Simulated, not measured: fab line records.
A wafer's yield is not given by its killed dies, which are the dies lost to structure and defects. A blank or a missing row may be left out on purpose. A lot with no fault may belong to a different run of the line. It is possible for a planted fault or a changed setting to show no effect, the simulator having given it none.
Chamber matching :: flow n5_finfet :: 4 sister chambers for N5_DUMMY_GATE_ETCH_36 on rie_diel-01
The step etches SiARC in CF4, target depth 13 nm. 4 wafers are shown with their chamber, then 8 later ones without.

== WAFERS PAIRED WITH THEIR CHAMBERS ==
wafer: L079.6
chamber: 0
showerhead_plenum_p_Torr (Torr): 2.20

wafer: L090.1
chamber: 3
showerhead_plenum_p_Torr (Torr): 2.14

wafer: L090.3
chamber: 2
showerhead_plenum_p_Torr (Torr): 2.22

wafer: L091.1
chamber: 1
showerhead_plenum_p_Torr (Torr): 2.11

== WAFERS WHOSE CHAMBER IS MISSING ==
wafer: L091.2
showerhead_plenum_p_Torr (Torr): 2.21

wafer: L091.4
showerhead_plenum_p_Torr (Torr): 2.11

wafer: L095.1
showerhead_plenum_p_Torr (Torr): 2.11

wafer: L095.2
showerhead_plenum_p_Torr (Torr): 2.14

wafer: L095.4
showerhead_plenum_p_Torr (Torr): 2.21

wafer: L096.4
showerhead_plenum_p_Torr (Torr): 2.19

wafer: L096.5
showerhead_plenum_p_Torr (Torr): 2.19

wafer: L096.6
showerhead_plenum_p_Torr (Torr): 2.11

== EACH ONE'S CHAMBER ==
wafer: L091.2
from the rows above: can't be placed: 0 or 2
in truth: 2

wafer: L091.4
from the rows above: 1
in truth: 1

wafer: L095.1
from the rows above: 1
in truth: 1

wafer: L095.2
from the rows above: 3
in truth: 3

wafer: L095.4
from the rows above: can't be placed: 0 or 2
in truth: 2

wafer: L096.4
from the rows above: 0
in truth: 0

wafer: L096.5
from the rows above: 0
in truth: 0

wafer: L096.6
from the rows above: 1
in truth: 1
Placed correctly: 6 of 8. Unplaceable from these rows: 2, with the true chamber sitting among the candidates in 2. Placed wrongly: 0.
How it was worked out, from the rows above alone: a wafer's distance from a chamber is the root of the sum, over the readings, of the square of ((its reading less the chamber's mean) divided by the reading's scatter). The wafer belongs to the nearest chamber; if the next one is less than 2 further off, it can't be placed. A chamber's mean is the mean of its shown wafers. The scatter (one wafer shown for each chamber): square how far every hidden wafer sits from the nearest shown wafer, average those squares and take the square root.
